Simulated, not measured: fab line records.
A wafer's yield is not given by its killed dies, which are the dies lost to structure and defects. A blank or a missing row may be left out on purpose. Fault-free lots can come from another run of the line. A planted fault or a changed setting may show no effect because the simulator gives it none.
Which tool was responsible? -- flow nandHarc -- 24 lots with 72 wafers sampled at 3 steps, on a route of 1159 steps

WHAT THE GAUGES READ, wafer by wafer
NHARC_A_CONTACT_CD_MEAS_42 targets a cd of 200 nm.
lot,measured,on,cdNm (nm)
L075,day 16 11:04,cdSem-02,200.6 200.6 200.1
L076,day 16 13:24,cdSem-03,200.6 199.8 199.9
L077,day 16 16:06,cdSem-03,199.8 200.0 200.2
L078,day 16 23:20,cdSem-01,200.6 200.2 200.7
L074,day 16 22:08,cdSem-01,200.1 200.4 200.0
L079,day 17 05:56,cdSem-01,200.7 200.5 199.9
L080,day 17 16:47,cdSem-02,200.0 200.5 200.0
L081,day 17 22:27,cdSem-03,200.4 199.9 199.2
L082,day 18 12:49,cdSem-03,199.5 199.6 199.7
L083,day 18 14:02,cdSem-03,199.5 199.9 200.2
L084,day 18 16:28,cdSem-01,199.9 199.9 200.0
L087,day 19 00:45,cdSem-03,199.7 199.8 200.1
L086,day 19 00:16,cdSem-01,199.9 199.8 199.8
L085,day 19 14:00,cdSem-03,200.8 200.7 200.8
L088,day 19 16:53,cdSem-01,200.1 199.4 199.3
L090,day 20 08:49,cdSem-01,200.4 200.0 200.5
L091,day 20 03:49,cdSem-02,200.5 200.5 200.0
L089,day 20 04:04,cdSem-02,200.7 200.6 200.3
L092,day 20 20:34,cdSem-03,199.6 200.0 199.9
L096,day 21 05:40,cdSem-01,199.6 200.2 200.3
L095,day 21 14:17,cdSem-02,200.0 200.4 200.0
L093,day 21 17:44,cdSem-02,200.1 200.6 200.2
L094,day 21 12:41,cdSem-03,200.1 200.2 199.9
L097,day 22 01:52,cdSem-03,199.6 200.0 199.4

WHAT TOOL EACH LOT RAN ON (gives the tool, then ch and the chambers of the sampled wafers, and finally the start)
lot,NHARC_A_SGD_CUT_CMP_21,NHARC_A_SLIT_ETCH_26
L075,"cmp-01 ch 1,3, day 14 01:11","harEtch-02 ch 0,1, day 14 15:39"
L076,"cmp-04 ch 0,1, day 14 13:13","harEtch-02 ch 1, day 14 19:35"
L077,"cmp-01 ch 0,3, day 14 13:13","harEtch-01 ch 0,1, day 14 19:43"
L078,"cmp-04 ch 0,1,3, day 14 13:22","harEtch-02 ch 0,1, day 14 21:17"
L074,"cmp-01 ch 0,1, day 14 13:22","harEtch-01 ch 0, day 14 21:47"
L079,"cmp-01 ch 0,2,3, day 15 03:35","harEtch-01 ch 0, day 15 10:31"
L080,"cmp-01 ch 1,2,3, day 15 12:33","harEtch-02 ch 0,1, day 15 18:58"
L081,"cmp-01 ch 0,1,2, day 15 22:55","harEtch-02 ch 0,1, day 16 05:11"
L082,"cmp-02 ch 1,2, day 16 09:59","harEtch-02 ch 0,1, day 16 17:58"
L083,"cmp-01 ch 1,2,3, day 16 10:01","harEtch-02 ch 1, day 16 16:16"
L084,"cmp-04 ch 2,3, day 16 15:36","harEtch-02 ch 0,1, day 17 00:05"
L087,"cmp-04 ch 0,1,2, day 17 03:25","harEtch-01 ch 0,1, day 17 09:41"
L086,"cmp-01 ch 0,2,3, day 17 03:25","harEtch-02 ch 0,1, day 17 10:19"
L085,"cmp-02 ch 0,2,3, day 17 11:06","harEtch-02 ch 0,1, day 17 17:21"
L088,"cmp-04 ch 0,2,3, day 17 14:28","harEtch-01 ch 0,1, day 17 21:19"
L090,"cmp-01 ch 0,1,3, day 18 00:33","harEtch-01 ch 0,1, day 18 15:02"
L091,"cmp-02 ch 0,1,3, day 18 00:33","harEtch-01 ch 0,1, day 18 13:20"
L089,"cmp-04 ch 0,1,3, day 18 00:42","harEtch-02 ch 0,1, day 18 14:06"
L092,"cmp-04 ch 1,2,3, day 18 17:55","harEtch-02 ch 1, day 19 00:53"
L096,"cmp-02 ch 0,2,3, day 19 06:50","harEtch-02 ch 0,1, day 19 13:44"
L095,"cmp-01 ch 0,2,3, day 19 06:50","harEtch-01 ch 0,1, day 19 14:49"
L093,"cmp-04 ch 2,3, day 19 06:52","harEtch-01 ch 1, day 19 13:10"
L094,"cmp-01 ch 0,1, day 19 06:59","harEtch-02 ch 0,1, day 19 15:27"
L097,"cmp-04 ch 0,1, day 19 19:59","harEtch-02 ch 0,1, day 20 04:05"
- NHARC_A_SGD_CUT_CMP_21: polishes, target thk 148.19 nm.
- NHARC_A_SLIT_ETCH_26: etches the open film in C4F8/O2/Ar, time 90 s, target depth 400 nm.

AS READ BY THE TOOLS THEMSELVES (means over the sampled wafers that have a number; for cases with no such wafer, the mark the record gives instead)
NHARC_A_SGD_CUT_CMP_21.
lot,tool,motorCurrentA (A),timeToEndpointS (s)
L075,cmp-01,11.8,51.1
L076,cmp-04,11.5,51.9
L077,cmp-01,11.4,50.2
L078,cmp-04,12.3,50.4
L074,cmp-01,12.3,48.4
L079,cmp-01,11.7,52.2
L080,cmp-01,12.0,55.5
L081,cmp-01,12.4,49.1
L082,cmp-02,11.8,51.0
L083,cmp-01,11.6,53.4
L084,cmp-04,12.3,49.5
L087,cmp-04,11.6,50.2
L086,cmp-01,11.9,51.4
L085,cmp-02,12.3,48.9
L088,cmp-04,11.9,50.6
L090,cmp-01,12.1,46.4
L091,cmp-02,13.0,49.3
L089,cmp-04,12.1,48.5
L092,cmp-04,12.1,51.0
L096,cmp-02,12.3,51.1
L095,cmp-01,11.5,46.2
L093,cmp-04,12.2,49.4
L094,cmp-01,12.2,45.7
L097,cmp-04,11.5,50.3

NHARC_A_SLIT_ETCH_26.
lot,tool,c4f8FlowSccm (sccm),drypumpMotorCurrentA (A),heBacksideLeakSccm (sccm),rfFwdPowerW (W),showerheadPlenumPTorr (Torr),throttleValvePct (%)
L075,harEtch-02,41.72,5.5,5.5,1989,3.74,27.623
L076,harEtch-02,41.65,6.8,5.9,1987,3.78,27.623
L077,harEtch-01,41.68,6.4,5.0,1990,3.67,27.618
L078,harEtch-02,41.72,5.5,5.5,1985,3.74,27.616
L074,harEtch-01,41.65,6.4,5.3,1995,3.59,27.626
L079,harEtch-01,41.67,6.4,5.5,2000,3.59,27.616
L080,harEtch-02,41.62,6.1,5.7,1988,3.75,27.615
L081,harEtch-02,41.60,6.1,5.8,1992,3.75,27.617
L082,harEtch-02,41.47,6.1,5.9,1991,3.75,27.617
L083,harEtch-02,41.54,6.8,5.9,1993,3.77,27.623
L084,harEtch-02,41.72,5.5,5.5,1986,3.73,27.617
L087,harEtch-01,41.87,6.4,5.1,1989,3.66,27.620
L086,harEtch-02,41.79,6.1,5.8,1983,3.75,27.623
L085,harEtch-02,41.73,5.5,5.6,1993,3.72,27.620
L088,harEtch-01,41.70,6.4,5.4,1992,3.65,27.620
L090,harEtch-01,41.76,6.4,5.3,1988,3.65,27.614
L091,harEtch-01,41.80,6.4,5.3,1990,3.65,27.608
L089,harEtch-02,41.76,5.5,5.7,1996,3.72,27.622
L092,harEtch-02,41.66,6.8,6.1,1986,3.76,27.623
L096,harEtch-02,41.79,5.5,5.8,1997,3.71,27.619
L095,harEtch-01,41.76,6.4,5.3,1992,3.72,27.630
L093,harEtch-01,41.61,6.4,4.7,2002,3.81,27.621
L094,harEtch-02,41.73,5.5,5.7,1986,3.71,27.625
L097,harEtch-02,41.73,6.1,6.0,1983,3.73,27.623

THE ANSWER, worked out from the rows above alone
Rule: the lots themselves supply what counts as usual. The widest of any qualifying gaps counts: lots, ordered by their means at a reading, are off when they make up no more than a third of the lots, leave a main group of 4 or more, and stand apart from it by 3 or more times the standard deviation of that group's means. Not used: any main group whose means are identical at the precision the tables above print for the reading. A lot without any number at a reading at which 4 lots or more have one is off too. Where the step has rows for the other lots, those lots are counted as sound. The gauges are gone through in route order, then the tools' own readings, and for those a lot's mean is taken as printed above. At the first step where some lot is off, the reading lying furthest off is the one used; lots without a number count as furthest.
No lot is off at any reading shown: from this, nothing can be told.

WHAT THE SIMULATOR HAD PUT IN
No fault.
